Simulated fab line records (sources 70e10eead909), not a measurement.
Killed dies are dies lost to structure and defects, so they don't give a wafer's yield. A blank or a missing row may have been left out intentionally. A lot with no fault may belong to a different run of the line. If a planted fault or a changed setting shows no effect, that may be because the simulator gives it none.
Matching of chambers + flow nand-harc + rie-diel-02 running NHARC_A_STAIRCASE_TRIM_20: 4 sister chambers
The step chemistry O2, time 211.2 s. 8 wafers are shown with their chamber, then 9 later ones without.

## WAFERS, EACH WITH ITS CHAMBER
| wafer  | chamber | showerhead-plenum-p-Torr (Torr) | oes-product-au (a.u.) |
|--------|---------|---------------------------------|-----------------------|
| L080.2 | 3       | 3.63                            | 1.013                 |
| L082.6 | 2       | 3.54                            | 0.994                 |
| L086.2 | 1       | 3.52                            | 0.996                 |
| L086.5 | 0       | 3.62                            | 0.982                 |
| L086.6 | 1       | 3.52                            | 0.999                 |
| L087.2 | 2       | 3.53                            | 0.987                 |
| L087.3 | 0       | 3.62                            | 0.983                 |
| L087.6 | 3       | 3.62                            | 0.997                 |

## WAFERS MISSING THEIR CHAMBER
| wafer  | showerhead-plenum-p-Torr (Torr) | oes-product-au (a.u.) |
|--------|---------------------------------|-----------------------|
| L089.3 | 3.51                            | 0.992                 |
| L089.4 | 3.53                            | 1.000                 |
| L089.5 | 3.62                            | 0.998                 |
| L093.2 | 3.61                            | 0.988                 |
| L093.3 | 3.51                            | 1.002                 |
| L093.4 | 3.61                            | 1.003                 |
| L095.2 | 3.60                            | 0.988                 |
| L095.4 | 3.50                            | 0.995                 |
| L095.5 | 3.61                            | 1.006                 |

## EACH ONE'S CHAMBER
| wafer  | from the rows above     | in truth |
|--------|-------------------------|----------|
| L089.3 | 1                       | 1        |
| L089.4 | can't be placed: 2 or 1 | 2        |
| L089.5 | can't be placed: 3 or 0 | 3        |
| L093.2 | can't be placed: 0 or 3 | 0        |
| L093.3 | 1                       | 1        |
| L093.4 | can't be placed: 3 or 0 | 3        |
| L095.2 | can't be placed: 0 or 3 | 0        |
| L095.4 | 1                       | 1        |
| L095.5 | can't be placed: 3 or 0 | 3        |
3 of 9 placed correctly. From these rows, 6 cannot be placed; in 6 the true chamber is one of the candidates. Number placed wrongly: 0.
How it was worked out, from the rows above alone: a wafer's distance from a chamber is the root of the sum, over the readings, of the square of ((its reading less the chamber's mean) divided by the reading's scatter). The wafer belongs to the nearest chamber; if the next one is less than 2 further off, it can't be placed. Each chamber's mean is taken over the wafers shown for it. How the scatter is found: for the shown wafers, subtract from each reading the mean of its chamber, square and add these, divide the total by (wafers less chambers), then take the root.
